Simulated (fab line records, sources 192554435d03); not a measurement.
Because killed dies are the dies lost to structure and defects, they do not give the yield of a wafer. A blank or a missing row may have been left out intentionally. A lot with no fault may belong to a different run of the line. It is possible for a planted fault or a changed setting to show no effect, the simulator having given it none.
fab line records | flow n5Finfet
[record] lots = 23 wafers = 69 lastDay = 17
route steps=1938 shown GATE_CUT@506 MOL_CONTACT_COAG@535
lots that met no fault: taken from a fault-free run of the same line
startH: the number of hours between the record's first day and the start of the first shown wafer of the lot | waitH: hours from the lot's prior step to this one | " the same as in the row above | L1.1+2: a row that stands for several wafers | - no value present, or no start provided | * or withheld: withheld | < > ~ a bound
route shown NAME@n: a module of which the file shows steps, and the number in the route of the first | usual: mean and standard deviation over wafers with no fault | same: alike in all rows | chamber/n: place in a boat | sites: per-site readings | _std_site: standard deviation across them | _edge_site: the outer-site mean with the inner-site mean subtracted | radiusMm: how far each site lies from the wafer's centre | mask NAME#n: copy n | behind: tool/chamber where the wafer was last shaped | hold: why the lot was held/for how many hours/how that ended | device: whichever transistor did not switch (one of n, p or np) | end of line: tests run on the same wafers once the route is complete | a step with no rows: only its recipe | killed: dies that structure and defects cost at the first sort, which is not the same as the wafer's yield | map: shows each die of a wafer: x if killed, . if not, _ if none is there
set.NAME: the setting as run; set.NAME@STEP: as run at that earlier step | model.NAME: the simulator's own value behind a step, which no gauge read
the route's steps for a sample of lots (tables are steps, rows are wafers)
services: from which hour (startH, from the record's first day; less than 0 if before it) a tool's chamber was out of use, for how many hours, and why
[[steps]]
[step N5_GATE_CUT_VAPOR_ETCH_51]
[recipe] chemistry = BCl3/Cl2 target = HfO2 mode = isotropic
[usual] drypumpMotorCurrentA = 5.5/0.39 heBacksideLeakSccm = 3.38/0.24 oesProductAu = 0.77/0.11
// columns lot.wafer tool chamber startH waitH drypumpMotorCurrentA heBacksideLeakSccm oesProductAu
L074.1 rieMetal-02 0 84.77 0.0 6.0 3.38 0.62
L074.2 " 1 " " 5.2 3.22 0.87
L074.3 " 1 " " 5.2 3.48 0.87
L075.1 rieMetal-02 0 90.63 0.0 6.0 3.27 0.60
L075.3 " 1 " " 5.2 3.64 0.87
L075.5 " 1 " " 5.1 3.77 0.86
L077.1 rieMetal-01 0 101.60 0.0 5.3 3.15 0.78
L077.3 " 1 " " 5.2 3.48 0.92
L077.5 " 0 " " 5.3 3.31 0.78
L078.1 rieMetal-02 1 107.02 0.0 5.2 3.23 0.85
L078.5 " 0 " " 6.0 3.30 0.60
L078.6 " 1 " " 5.1 3.38 0.86
L079.1 rieMetal-01 1 114.09 0.0 5.2 3.54 0.92
L079.3 " 0 " " 5.2 3.11 0.78
L079.5 " 1 " " 5.2 3.46 0.92
L080.2 rieMetal-02 1 125.25 0.0 5.1 3.79 0.85
L080.3 " 1 " " 5.1 3.43 0.86
L080.6 " 0 " " 6.0 3.29 0.61
L081.1 rieMetal-03 0 125.78 0.0 5.4 3.37 0.72
L081.3 " 1 " " 6.2 3.23 0.60
L081.5 " 0 " " 5.4 3.31 0.73
L082.2 rieMetal-03 0 136.37 0.0 5.4 3.35 0.72
L082.3 " 1 " " 6.2 3.35 0.59
L082.5 " 0 " " 5.4 3.39 0.72
L083.2 rieMetal-03 1 140.15 0.0 6.2 3.29 0.59
L083.3 " 1 " " 6.2 3.20 0.60
L083.6 " 0 " " 5.4 3.91 0.72
L084.1 rieMetal-01 0 149.36 0.0 5.2 3.01 0.76
L084.5 " 1 " " 5.2 3.48 0.91
L084.6 " 0 " " 5.2 2.93 0.77
L085.2 rieMetal-03 0 152.31 0.1 5.4 3.36 0.72
L085.3 " 0 " " 5.4 3.33 0.72
L085.4 " 0 " " 5.4 3.37 0.72
L086.1 rieMetal-01 0 160.23 0.0 5.3 4.78 0.76
L086.3 " 0 " " 5.3 3.21 0.77
L086.4 " 1 " " 5.2 3.57 0.91
L087.2 rieMetal-01 0 163.09 0.0 5.3 3.03 0.76
L087.3 " 0 " " 5.3 3.18 0.76
L087.5 " 1 " " 5.2 3.39 0.89
L088.2 rieMetal-03 0 167.30 0.1 5.4 3.52 0.71
L088.3 " 0 " " 5.4 3.43 0.71
L088.5 " 0 " " 5.4 3.45 0.71
L089.1 rieMetal-02 1 176.83 0.0 5.1 3.54 0.84
L089.2 " 0 " " 6.0 3.31 0.60
L089.3 " 0 " " 6.0 3.15 0.60
L090.1 rieMetal-03 1 183.91 0.0 6.2 3.14 0.97
L090.5 " 1 " " 6.2 3.16 0.98
L090.6 " 0 " " 5.4 3.52 0.71
L091.1 rieMetal-03 0 186.32 0.0 5.4 3.48 0.70
L091.3 " 0 " " 5.4 3.41 0.70
L091.6 " 0 " " 5.4 3.51 0.70
L092.1 rieMetal-01 0 191.77 0.0 5.3 3.15 0.77
L092.2 " 1 " " 5.2 3.61 0.89
L092.4 " 1 " " 5.2 3.64 0.88
L093.3 rieMetal-02 1 200.57 0.1 5.1 3.41 0.82
L093.5 " 1 " " 5.1 3.10 0.82
L093.6 " 1 " " 5.1 2.99 0.82
L094.2 rieMetal-03 0 205.77 0.0 5.4 3.66 0.69
L094.5 " 1 " " 6.2 3.02 0.94
L094.6 " 0 " " 5.4 3.56 0.70
L095.1 rieMetal-01 0 211.65 0.0 5.3 3.36 0.75
L095.2 " 1 " " 5.2 3.65 0.86
L095.4 " 1 " " 5.3 3.62 0.86
L096.4 rieMetal-03 1 216.67 0.0 6.2 2.99 0.93
L096.5 " 1 " " 6.2 3.11 0.93
L096.6 " 0 " " 5.4 3.65 0.69
L097.1 rieMetal-03 0 224.96 0.0 5.4 3.61 0.70
L097.2 " 1 " " 6.2 3.12 0.93
L097.6 " 1 " " 6.2 3.17 0.93
[step N5_GATE_CUT_INSPECT_26]
[recipe] inspectInstrument = darkfield mode = postCmp
[usual] rawDefectCount = 36/16
// columns lot.wafer tool chamber startH waitH rawDefectCount
L074.1 defectInspect-01 - 87.50 0.0 43
L074.2 " - " " 42
L074.3 " - " " 47
L075.1 defectInspect-01 - 93.36 0.0 53
L075.3 " - " " 27
L075.5 " - " " 50
L077.1 defectInspect-01 - 104.33 0.0 27
L077.3 " - " " 23
L077.5 " - " " 21
L078.1 defectInspect-02 - 109.75 0.0 60
L078.5 " - " " 89
L078.6 " - " " 49
L079.1 defectInspect-01 - 116.90 0.0 34
L079.3 " - " " 19
L079.5 " - " " 26
L080.2 defectInspect-01 - 127.97 0.0 29
L080.3 " - " " 32
L080.6 " - " " 38
L081.1 defectInspect-01 - 128.60 0.0 65
L081.3 " - " " 49
L081.5 " - " " 60
L082.2 defectInspect-02 - 139.11 0.0 46
L082.3 " - " " 48
L082.5 " - " " 35
L083.2 defectInspect-01 - 142.88 0.0 43
L083.3 " - " " 35
L083.6 " - " " 25
L084.1 defectInspect-02 - 152.19 0.0 45
L084.5 " - " " 29
L084.6 " - " " 64
L085.2 defectInspect-02 - 155.06 0.0 31
L085.3 " - " " 26
L085.4 " - " " 44
L086.1 defectInspect-02 - 164.16 0.0 17
L086.3 " - " " 30
L086.4 " - " " 12
L087.2 defectInspect-02 - 165.83 0.0 24
L087.3 " - " " 24
L087.5 " - " " 24
L088.2 defectInspect-01 - 170.07 0.0 29
L088.3 " - " " 43
L088.5 " - " " 26
L089.1 defectInspect-02 - 180.43 0.0 36
L089.2 " - " " 35
L089.3 " - " " 21
L090.1 defectInspect-02 - 187.87 0.0 42
L090.5 " - " " 36
L090.6 " - " " 45
L091.1 defectInspect-02 - 189.06 0.0 44
L091.3 " - " " 41
L091.6 " - " " 42
L092.1 defectInspect-02 - 194.49 0.0 22
L092.2 " - " " 23
L092.4 " - " " 19
L093.3 defectInspect-01 - 203.31 0.0 50
L093.5 " - " " 26
L093.6 " - " " 45
L094.2 defectInspect-01 - 208.50 0.0 18
L094.5 " - " " 44
L094.6 " - " " 51
L095.1 defectInspect-01 - 214.74 0.0 18
L095.2 " - " " 29
L095.4 " - " " 23
L096.4 defectInspect-01 - 219.54 0.0 27
L096.5 " - " " 39
L096.6 " - " " 19
L097.1 defectInspect-02 - 227.69 0.0 13
L097.2 " - " " 29
L097.6 " - " " 42
[step N5_MOL_CONTACT_COAG_CONTACT_ETCH_14]
[recipe] chemistry = C4F6/O2 target = SiO2 targetDepthA = 275 overetchA = 85 maskMaterial = SOC pressureMtorr = 30 sourceW = 370 biasW = 185 Ar_flow_sccm = 300 C4F6_flow_sccm = 16 O2_flow_sccm = 10 timeS = 20 ionEnergyEv = 259.6
[usual] drypumpMotorCurrentA = 5.6/0.55 oesProductAu = 0.66/0.057 rfVppV = 694.0/2.8 showerheadPlenumPTorr = 2.92/0.083 throttleValvePct = 21.34/0.22
[same] timeS = 20
// columns lot.wafer tool chamber startH waitH drypumpMotorCurrentA oesProductAu rfHoursCounterH rfVppV showerheadPlenumPTorr throttleValvePct
L074.1 rieDiel-06 0 88.24 0.0 4.9 0.77 17 690.6 2.81 21.14
L074.2 " 3 " " 5.8 0.64 130 694.1 2.87 21.36
L074.3 " 1 " " 5.2 0.66 124 692.1 2.91 21.16
L075.1 rieDiel-05 3 93.97 0.0 5.7 0.77 18 699.0 3.05 20.89
L075.3 " 0 " " 6.6 0.59 211 690.8 2.87 21.29
L075.5 " 1 " " 5.7 0.71 - 697.5 3.02 21.34
L077.1 rieDiel-01 3 105.37 0.0 5.3 0.62 181 696.4 2.99 21.78
L077.3 " 1 " " 5.9 0.58 239 691.4 2.83 21.45
L077.5 " 2 " " 6.1 0.65 - 696.1 2.99 21.36
L078.1 rieDiel-06 3 110.38 0.0 5.8 0.64 139 692.2 2.87 21.39
L078.5 " 3 " " 5.8 0.64 - 693.4 2.87 21.37
L078.6 " 0 " " 4.9 0.75 - 689.9 2.81 21.15
L079.1 rieDiel-05 3 117.65 0.0 5.7 0.75 27 697.7 3.04 20.91
L079.3 " 2 " " 5.1 0.60 196 697.7 3.00 21.64
L079.5 " 3 " " 5.7 0.76 - 697.2 3.04 20.89
L080.2 rieDiel-05 2 128.87 0.0 5.1 0.61 200 696.3 3.00 21.65
L080.3 " 1 " " 5.7 0.70 79 696.6 3.02 21.36
L080.6 " 2 " " 5.1 0.60 - 695.1 3.00 21.66
L081.1 rieDiel-06 1 129.33 0.0 5.2 0.65 136 692.5 2.90 21.17
L081.3 " 2 " " 6.6 0.61 214 696.0 2.97 21.44
L081.5 " 1 " " 5.2 0.65 - 694.1 2.90 21.18
L082.2 rieDiel-05 3 139.74 0.0 5.7 0.74 35 696.2 3.04 20.92
L082.3 " 1 " " 5.8 0.69 82 696.9 3.02 21.37
L082.5 " 0 " " 6.6 0.59 - 692.6 2.87 21.33
L083.2 rieDiel-01 3 143.49 0.0 5.2 0.61 193 696.6 2.98 21.80
L083.3 " 0 " " 5.1 0.73 46 691.6 2.82 21.30
L083.6 " 2 " " 6.1 0.64 - 696.9 2.98 21.38
L084.1 rieDiel-05 1 152.97 0.0 5.7 0.68 87 697.1 3.01 21.36
L084.5 " 1 " " 5.8 0.69 - 698.4 3.01 21.37
L084.6 " 2 " " 5.1 0.60 - 697.3 3.00 21.67
L085.2 rieDiel-06 3 155.79 0.0 5.8 0.63 155 692.4 2.86 21.41
L085.3 " 0 " " 4.9 0.73 40 690.1 2.80 21.18
L085.4 " 1 " " 5.2 0.65 143 693.3 2.90 21.19
L086.1 rieDiel-06 0 165.19 0.0 4.9 0.73 43 691.3 2.80 21.17
L086.3 " 2 " " 6.6 0.60 224 696.7 2.96 21.45
L086.4 " 3 " " 5.8 0.62 158 693.2 2.86 21.40
L087.2 rieDiel-06 1 166.56 0.0 5.2 0.65 146 691.7 2.90 21.19
L087.3 " 0 " " 4.9 0.73 43 689.9 2.80 21.17
L087.5 " 0 " " 4.9 0.73 - 689.4 2.80 21.18
L088.2 rieDiel-05 3 170.74 0.0 5.7 0.73 46 697.9 3.03 20.94
L088.3 " 0 " " 6.6 0.59 236 691.3 2.86 21.34
L088.5 " 0 " " 6.6 0.58 - 691.5 2.86 21.33
L089.1 rieDiel-01 0 181.16 0.0 5.1 0.71 62 691.6 2.81 21.34
L089.2 " 3 " " 5.3 0.61 205 694.6 2.98 21.80
L089.3 " 1 " " 5.9 0.80 9 691.0 2.82 21.13
L090.1 rieDiel-06 0 188.55 0.0 4.9 0.73 49 690.1 2.80 21.17
L090.5 " 0 " " 4.9 0.72 - 688.7 2.80 21.18
L090.6 " 3 " " 5.8 0.62 - 693.3 2.86 21.43
L091.1 rieDiel-05 0 189.67 0.0 6.6 0.58 242 692.7 2.86 21.35
L091.3 " 3 " " 5.7 0.72 52 697.1 3.03 20.94
L091.6 " 3 " " 5.7 0.72 - 698.6 3.03 20.93
L092.1 rieDiel-06 1 195.16 0.0 5.2 0.63 155 691.8 2.89 21.18
L092.2 " 0 " " 4.9 0.72 52 691.1 2.80 21.17
L092.4 " 3 " " 5.8 0.62 167 691.1 2.86 21.41
L093.3 rieDiel-06 2 204.04 0.0 6.6 0.59 236 693.6 2.96 21.46
L093.5 " 1 " " 5.2 0.64 - 693.2 2.89 21.21
L093.6 " 0 " " 4.9 0.70 - 691.0 2.80 21.19
L094.2 rieDiel-06 3 209.10 0.0 5.8 0.61 171 692.5 2.86 21.43
L094.5 " 0 " " 4.9 0.71 - 690.1 2.80 21.20
L094.6 " 1 " " 5.2 0.63 - 692.4 2.89 21.22
L095.1 rieDiel-05 3 215.34 0.0 5.7 0.71 62 698.1 3.03 20.94
L095.2 " 2 " " 5.1 0.59 230 695.1 2.99 21.70
L095.4 " 3 " " 5.7 0.71 - 698.5 3.03 20.95
L096.4 rieDiel-01 2 220.47 0.0 6.1 0.62 203 695.1 2.97 21.41
L096.5 " 3 " " 5.2 0.59 - 696.3 2.97 21.83
L096.6 " 0 " " 5.2 0.69 - 689.4 2.80 21.36
L097.1 rieDiel-06 2 229.31 0.0 6.6 0.59 244 695.8 2.95 21.49
L097.2 " 1 " " 5.2 0.63 166 692.1 2.89 21.22
L097.6 " 0 " " 4.9 0.70 - 690.4 2.79 21.21
[step N5_MOL_CONTACT_COAG_ETCH_15]
[recipe] chemistry = CH3F/O2 target = SiNx targetDepthA = 70 maskMaterial = SOC stopOn = Si:P overEtchFrac = 0.75 ionEnergyEv = 120 pressureMtorr = 30 sourceW = 395 biasW = 73 Ar_flow_sccm = 150 CH3F_flow_sccm = 30 O2_flow_sccm = 20
[usual] CH3F_flow_sccm = 30.00/0.093 drypumpMotorCurrentA = 5.6/0.55 oesProductAu = 0.57/0.048 rfVppV = 301/4.6 showerheadPlenumPTorr = 2.03/0.06 throttleValvePct = 16.40/0.21
// columns lot.wafer tool chamber startH waitH CH3F_flow_sccm drypumpMotorCurrentA oesProductAu rfHoursCounterH rfVppV showerheadPlenumPTorr throttleValvePct
L074.1 rieDiel-06 0 88.27 0.0 29.84 4.9 0.65 17 302 1.95 16.17
L074.2 " 3 " " 29.97 5.7 0.56 130 298 2.00 16.46
L074.3 " 1 " " 29.96 5.2 0.57 124 296 2.02 16.23
L075.1 rieDiel-05 3 94.00 0.0 30.11 5.7 0.66 18 298 2.12 15.91
L075.3 " 0 " " 30.05 6.6 0.51 211 297 1.99 16.34
L075.5 " 1 " " 29.99 5.8 0.61 - 309 2.11 16.37
L077.1 rieDiel-01 3 105.41 0.0 30.16 5.2 0.54 181 302 2.08 16.79
L077.3 " 1 " " 30.17 5.9 0.50 239 297 1.97 16.57
L077.5 " 2 " " 30.01 6.0 0.56 - 297 2.08 16.43
L078.1 rieDiel-06 3 110.41 0.0 30.03 5.8 0.55 139 298 1.99 16.48
L078.5 " 3 " " 30.04 5.8 0.55 - 298 1.99 16.49
L078.6 " 0 " " 29.93 4.9 0.64 - 303 1.95 16.20
L079.1 rieDiel-05 3 117.68 0.0 30.04 5.7 0.64 27 299 2.12 15.94
L079.3 " 2 " " 30.00 5.1 0.51 196 305 2.08 16.69
L079.5 " 3 " " 30.09 5.7 0.65 - 298 2.12 15.96
L080.2 rieDiel-05 2 128.90 0.0 29.83 5.1 0.51 200 306 2.08 16.68
L080.3 " 1 " " 30.03 5.8 0.60 79 310 2.10 16.40
L080.6 " 2 " " 29.92 5.1 0.52 - 306 2.08 16.69
L081.1 rieDiel-06 1 129.37 0.0 29.99 5.2 0.56 136 293 2.01 16.23
L081.3 " 2 " " 29.98 6.6 0.52 214 301 2.06 16.54
L081.5 " 1 " " 29.99 5.2 0.55 - 294 2.01 16.25
L082.2 rieDiel-05 3 139.77 0.0 29.75 5.7 0.65 35 299 2.12 15.96
L082.3 " 1 " " 29.94 5.7 0.59 82 310 2.10 16.41
L082.5 " 0 " " 29.96 6.6 0.50 - 298 1.99 16.36
L083.2 rieDiel-01 3 143.52 0.0 29.96 5.2 0.53 193 304 2.08 16.82
L083.3 " 0 " " 29.99 5.2 0.62 46 306 1.95 16.33
L083.6 " 2 " " 30.00 6.1 0.55 - 296 2.08 16.46
L084.1 rieDiel-05 1 153.00 0.0 29.93 5.7 0.59 87 309 2.10 16.42
L084.5 " 1 " " 29.95 5.7 0.59 - 309 2.10 16.41
L084.6 " 2 " " 30.05 5.1 0.52 - 308 2.08 16.70
L085.2 rieDiel-06 3 155.82 0.0 29.94 5.8 0.54 155 297 1.99 16.51
L085.3 " 0 " " 29.94 4.9 0.63 40 302 1.95 16.23
L085.4 " 1 " " 30.07 5.2 0.56 144 296 2.01 16.27
L086.1 rieDiel-06 0 165.22 0.0 29.92 4.9 0.62 43 301 1.94 16.24
L086.3 " 2 " " 29.92 6.6 0.52 224 302 2.06 16.56
L086.4 " 3 " " 29.92 5.8 0.54 158 297 1.99 16.52
L087.2 rieDiel-06 1 166.59 0.0 30.01 5.1 0.55 146 297 2.01 16.27
L087.3 " 0 " " 30.10 4.9 0.62 43 301 1.94 16.24
L087.5 " 0 " " 29.85 4.9 0.62 - 302 1.94 16.24
L088.2 rieDiel-05 3 170.78 0.0 29.89 5.7 0.62 46 296 2.11 15.98
L088.3 " 0 " " 30.02 6.6 0.50 236 298 1.98 16.38
L088.5 " 0 " " 30.14 6.6 0.51 - 299 1.98 16.39
L089.1 rieDiel-01 0 181.19 0.0 30.10 5.1 0.61 62 306 1.95 16.35
L089.2 " 3 " " 29.97 5.3 0.53 205 301 2.07 16.83
L089.3 " 1 " " 30.16 5.9 0.70 9 298 1.96 16.16
L090.1 rieDiel-06 0 188.58 0.0 29.83 4.9 0.61 49 301 1.94 16.26
L090.5 " 0 " " 30.11 4.9 0.62 - 302 1.94 16.25
L090.6 " 3 " " 30.03 5.8 0.53 - 297 1.99 16.54
L091.1 rieDiel-05 0 189.70 0.0 29.80 6.6 0.50 242 298 1.98 16.39
L091.3 " 3 " " 29.95 5.7 0.62 52 297 2.11 15.99
L091.6 " 3 " " 29.94 5.7 0.62 - 298 2.11 15.98
L092.1 rieDiel-06 1 195.20 0.0 30.02 5.2 0.54 155 296 2.01 16.28
L092.2 " 0 " " 30.09 4.9 0.61 52 302 1.94 16.24
L092.4 " 3 " " 30.06 5.8 0.54 167 296 1.99 16.54
L093.3 rieDiel-06 2 204.08 0.0 29.96 6.6 0.51 236 304 2.06 16.59
L093.5 " 1 " " 29.84 5.1 0.55 - 295 2.01 16.28
L093.6 " 0 " " 30.05 4.9 0.61 - 303 1.94 16.27
L094.2 rieDiel-06 3 209.14 0.0 29.88 5.8 0.53 171 298 1.98 16.56
L094.5 " 0 " " 30.15 4.9 0.61 - 300 1.94 16.28
L094.6 " 1 " " 30.01 5.2 0.54 - 296 2.01 16.31
L095.1 rieDiel-05 3 215.38 0.0 30.03 5.7 0.61 62 297 2.11 16.02
L095.2 " 2 " " 29.95 5.1 0.50 230 307 2.07 16.74
L095.4 " 3 " " 29.98 5.7 0.62 - 297 2.11 16.01
L096.4 rieDiel-01 2 220.50 0.0 29.99 6.1 0.54 203 296 2.07 16.51
L096.5 " 3 " " 30.20 5.3 0.51 - 302 2.07 16.86
L096.6 " 0 " " 30.00 5.1 0.60 - 305 1.94 16.38
L097.1 rieDiel-06 2 229.34 0.0 30.08 6.6 0.51 244 301 2.05 16.60
L097.2 " 1 " " 30.05 5.2 0.54 166 295 2.00 16.30
L097.6 " 0 " " 30.00 4.9 0.60 - 301 1.94 16.27
[step N5_MOL_CONTACT_COAG_ETCH_110]
[recipe] chemistry = CF4/O2 target = Si targetDepthA = 25 timeS = 8 pressureMtorr = 100 sourceW = 200 biasW = 12 ionEnergyEv = 60 Ar_flow_sccm = 100 cf4FlowSccm = 100 O2_flow_sccm = 10
[usual] drypumpMotorCurrentA = 5.6/0.55 oesProductAu = 0.77/0.068 rfVppV = 129.2/2.3 showerheadPlenumPTorr = 2.26/0.06 throttleValvePct = 10.83/0.24
[same] timeS = 8
// columns lot.wafer tool chamber startH waitH drypumpMotorCurrentA oesProductAu rfHoursCounterH rfVppV showerheadPlenumPTorr throttleValvePct
L074.1 rieDiel-06 0 88.33 0.0 4.9 0.91 17 128.7 2.19 10.56
L074.2 " 3 " " 5.8 0.76 130 126.8 2.23 10.93
L074.3 " 1 " " 5.2 0.77 124 126.8 2.24 10.63
L075.1 rieDiel-05 3 94.06 0.0 5.7 0.90 18 127.6 2.35 10.28
L075.3 " 0 " " 6.6 0.70 211 128.2 2.20 10.82
L075.5 " 1 " " 5.7 0.83 - 134.2 2.34 10.72
L077.1 rieDiel-01 3 105.47 0.0 5.2 0.74 181 128.7 2.30 11.16
L077.3 " 1 " " 5.9 0.68 239 128.3 2.19 11.10
L077.5 " 2 " " 6.1 0.77 - 126.0 2.31 10.85
L078.1 rieDiel-06 3 110.47 0.0 5.7 0.76 139 127.6 2.23 10.98
L078.5 " 3 " " 5.8 0.76 - 128.2 2.23 10.97
L078.6 " 0 " " 4.9 0.88 - 130.6 2.19 10.57
L079.1 rieDiel-05 3 117.74 0.0 5.7 0.89 27 126.4 2.35 10.30
L079.3 " 2 " " 5.1 0.70 196 131.3 2.30 11.08
L079.5 " 3 " " 5.7 0.89 - 128.4 2.35 10.31
L080.2 rieDiel-05 2 128.96 0.0 5.1 0.70 200 131.0 2.30 11.09
L080.3 " 1 " " 5.7 0.81 79 131.9 2.34 10.77
L080.6 " 2 " " 5.1 0.70 - 131.5 2.30 11.10
L081.1 rieDiel-06 1 129.43 0.0 5.1 0.77 136 125.7 2.24 10.68
L081.3 " 2 " " 6.6 0.71 214 130.0 2.29 11.04
L081.5 " 1 " " 5.2 0.76 - 127.5 2.24 10.67
L082.2 rieDiel-05 3 139.83 0.0 5.7 0.88 35 127.2 2.35 10.33
L082.3 " 1 " " 5.7 0.80 82 132.0 2.34 10.79
L082.5 " 0 " " 6.6 0.69 - 127.9 2.20 10.86
L083.2 rieDiel-01 3 143.58 0.0 5.3 0.74 194 128.1 2.30 11.17
L083.3 " 0 " " 5.1 0.84 46 132.0 2.16 10.63
L083.6 " 2 " " 6.1 0.74 - 127.3 2.30 10.90
L084.1 rieDiel-05 1 153.06 0.0 5.7 0.81 87 133.9 2.33 10.78
L084.5 " 1 " " 5.7 0.81 - 132.2 2.33 10.80
L084.6 " 2 " " 5.1 0.70 - 132.2 2.29 11.13
L085.2 rieDiel-06 3 155.88 0.0 5.8 0.74 155 127.9 2.22 10.99
L085.3 " 0 " " 4.9 0.86 40 130.8 2.18 10.63
L085.4 " 1 " " 5.1 0.76 144 126.8 2.23 10.69
L086.1 rieDiel-06 0 165.28 0.0 4.9 0.87 43 130.7 2.18 10.62
L086.3 " 2 " " 6.6 0.69 224 130.4 2.29 11.07
L086.4 " 3 " " 5.8 0.74 158 126.9 2.22 11.03
L087.2 rieDiel-06 1 166.65 0.0 5.2 0.76 146 126.9 2.23 10.71
L087.3 " 0 " " 4.9 0.85 43 130.3 2.18 10.62
L087.5 " 0 " " 4.9 0.86 - 129.0 2.18 10.63
L088.2 rieDiel-05 3 170.84 0.0 5.7 0.86 46 127.2 2.34 10.36
L088.3 " 0 " " 6.6 0.69 236 128.0 2.20 10.89
L088.5 " 0 " " 6.6 0.68 - 127.4 2.20 10.88
L089.1 rieDiel-01 0 181.25 0.0 5.1 0.81 62 130.8 2.16 10.67
L089.2 " 3 " " 5.2 0.73 205 129.5 2.29 11.21
L089.3 " 1 " " 5.9 0.96 9 127.4 2.18 10.45
L090.1 rieDiel-06 0 188.64 0.0 4.9 0.85 49 130.7 2.18 10.64
L090.5 " 0 " " 4.9 0.85 - 130.2 2.18 10.65
L090.6 " 3 " " 5.8 0.73 - 127.4 2.22 11.03
L091.1 rieDiel-05 0 189.76 0.0 6.6 0.68 242 126.2 2.19 10.90
L091.3 " 3 " " 5.7 0.85 52 128.7 2.34 10.40
L091.6 " 3 " " 5.7 0.84 - 128.2 2.34 10.38
L092.1 rieDiel-06 1 195.26 0.0 5.2 0.74 155 126.9 2.23 10.73
L092.2 " 0 " " 4.9 0.84 52 130.2 2.18 10.66
L092.4 " 3 " " 5.8 0.73 167 126.1 2.22 11.03
L093.3 rieDiel-06 2 204.14 0.0 6.6 0.69 236 128.6 2.28 11.11
L093.5 " 1 " " 5.1 0.74 - 127.2 2.23 10.74
L093.6 " 0 " " 4.9 0.84 - 127.1 2.18 10.67
L094.2 rieDiel-06 3 209.20 0.0 5.8 0.72 171 125.7 2.22 11.05
L094.5 " 0 " " 4.9 0.83 - 129.6 2.18 10.67
L094.6 " 1 " " 5.1 0.73 - 125.6 2.23 10.75
L095.1 rieDiel-05 3 215.44 0.0 5.7 0.83 62 125.7 2.34 10.42
L095.2 " 2 " " 5.1 0.68 230 131.2 2.29 11.18
L095.4 " 3 " " 5.7 0.83 - 127.4 2.34 10.41
L096.4 rieDiel-01 2 220.56 0.0 6.1 0.73 203 125.9 2.29 10.99
L096.5 " 3 " " 5.2 0.72 - 130.2 2.29 11.25
L096.6 " 0 " " 5.1 0.82 - 132.1 2.15 10.73
L097.1 rieDiel-06 2 229.40 0.0 6.6 0.68 244 130.5 2.28 11.13
L097.2 " 1 " " 5.1 0.73 167 128.0 2.23 10.76
L097.6 " 0 " " 4.9 0.83 - 129.3 2.17 10.70
[step N5_MOL_CONTACT_COAG_SPUTTER_143]
[recipe] material = Co targetThkA = 25 tempC = 25 chamberPressurePa = 0.2
[usual] substrateTempC = 24.99/0.11 throttleValvePct = 29.7/1.3
// columns lot.wafer tool chamber startH waitH substrateTempC throttleValvePct
L074.1 pvdSputter-01 - 91.47 0.0 24.92 27.9
L074.2 " - " " 24.98 31.8
L074.3 " - " " 25.13 30.4
L075.1 pvdSputter-01 - 96.37 0.0 25.10 31.9
L075.3 " - " " 24.81 30.2
L075.5 " - " " 25.01 28.1
L077.1 pvdSputter-01 - 107.05 0.0 24.83 28.0
L077.3 " - " " 25.13 30.1
L077.5 " - " " 24.89 28.0
L078.1 pvdSputter-02 - 112.95 0.0 25.03 30.9
L078.5 " - " " 24.83 31.0
L078.6 " - " " 25.05 30.7
L079.1 pvdSputter-03 - 121.61 0.0 25.07 28.3
L079.3 " - " " 25.15 28.4
L079.5 " - " " 25.09 30.8
L080.2 pvdSputter-01 - 131.89 0.0 25.00 28.9
L080.3 " - " " 25.07 27.8
L080.6 " - " " 25.00 31.6
L081.1 pvdSputter-01 - 132.05 0.0 24.83 28.0
L081.3 " - " " 24.97 31.6
L081.5 " - " " 24.88 30.5
L082.2 pvdSputter-03 - 141.83 0.0 25.05 30.7
L082.3 " - " " 25.06 28.4
L082.5 " - " " 25.01 30.7
L083.2 pvdSputter-02 - 147.31 0.0 24.93 31.0
L083.3 " - " " 25.10 30.9
L083.6 " - " " 24.88 30.8
L084.1 pvdSputter-02 - 154.80 0.0 25.02 31.2
L084.5 " - " " 24.96 30.7
L084.6 " - " " 25.03 31.2
L085.2 pvdSputter-01 - 160.39 0.0 24.97 30.7
L085.3 " - " " 24.76 31.8
L085.4 " - " " 25.16 29.0
L086.1 pvdSputter-01 - 168.58 0.0 25.09 30.6
L086.3 " - " " 25.20 29.0
L086.4 " - " " 25.06 27.9
L087.2 pvdSputter-03 - 171.31 0.0 25.06 28.3
L087.3 " - " " 25.05 28.8
L087.5 " - " " 24.95 28.7
L088.2 pvdSputter-02 - 172.44 0.0 24.98 31.0
L088.3 " - " " 25.00 30.7
L088.5 " - " " 24.92 30.9
L089.1 pvdSputter-01 - 183.37 0.0 25.08 28.1
L089.2 " - " " 25.10 31.4
L089.3 " - " " 25.08 30.5
L090.1 pvdSputter-03 - 191.34 0.0 24.76 28.7
L090.5 " - " " 24.74 28.6
L090.6 " - " " 25.02 28.4
L091.1 pvdSputter-01 - 193.21 0.0 25.00 27.9
L091.3 " - " " 24.99 31.5
L091.6 " - " " 25.00 28.8
L092.1 pvdSputter-01 - 197.47 0.0 25.03 27.8
L092.2 " - " " 24.84 30.3
L092.4 " - " " 25.08 29.0
L093.3 pvdSputter-01 - 206.82 0.0 24.96 28.1
L093.5 " - " " 25.05 28.0
L093.6 " - " " 25.24 29.1
L094.2 pvdSputter-03 - 211.02 0.0 24.72 28.8
L094.5 " - " " 25.06 28.5
L094.6 " - " " 24.87 30.8
L095.1 pvdSputter-03 - 218.59 0.0 25.08 28.5
L095.2 " - " " 25.10 28.6
L095.4 " - " " 25.15 30.8
L096.4 pvdSputter-02 - 222.93 0.0 24.74 31.2
L096.5 " - " " 25.00 30.9
L096.6 " - " " 24.83 31.0
L097.1 pvdSputter-03 - 231.85 0.0 25.04 28.4
L097.2 " - " " 24.83 30.9
L097.6 " - " " 24.86 28.7
[[services]]
// columns tool chamber startH hours kind
pvdSputter-03 - 72.78 3.6 repair
rieDiel-06 3 73.64 6.6 repair
rieDiel-05 2 80.74 5.5 repair
pvdSputter-02 - 97.01 1.7 repair
rieDiel-05 0 110.92 6.6 repair
pvdSputter-02 - 114.88 19.9 repair
rieDiel-06 1 116.06 7.0 repair
rieMetal-01 - 124.67 2.8 pm
rieDiel-01 1 140.38 - clean
rieDiel-01 1 140.38 - consumableReplace:focusRing
rieDiel-01 1 140.38 15.4 scheduledDown
rieDiel-01 1 140.38 15.4 ventCycle
pvdSputter-01 - 143.08 4.3 repair
rieMetal-03 1 145.75 - clean
rieMetal-03 1 171.39 9.5 repair
rieMetal-01 1 181.95 1.7 repair
rieDiel-01 1 194.65 3.8 repair
rieDiel-05 1 208.51 1.2 repair
rieDiel-05 0 212.49 - clean
rieDiel-05 0 212.49 - consumableReplace:focusRing
rieDiel-05 0 212.49 26.6 scheduledDown
rieDiel-05 0 212.49 26.6 ventCycle
rieDiel-06 - 229.49 2.8 pm
rieMetal-01 - 231.41 5.1 repair
[[key]]
fault none
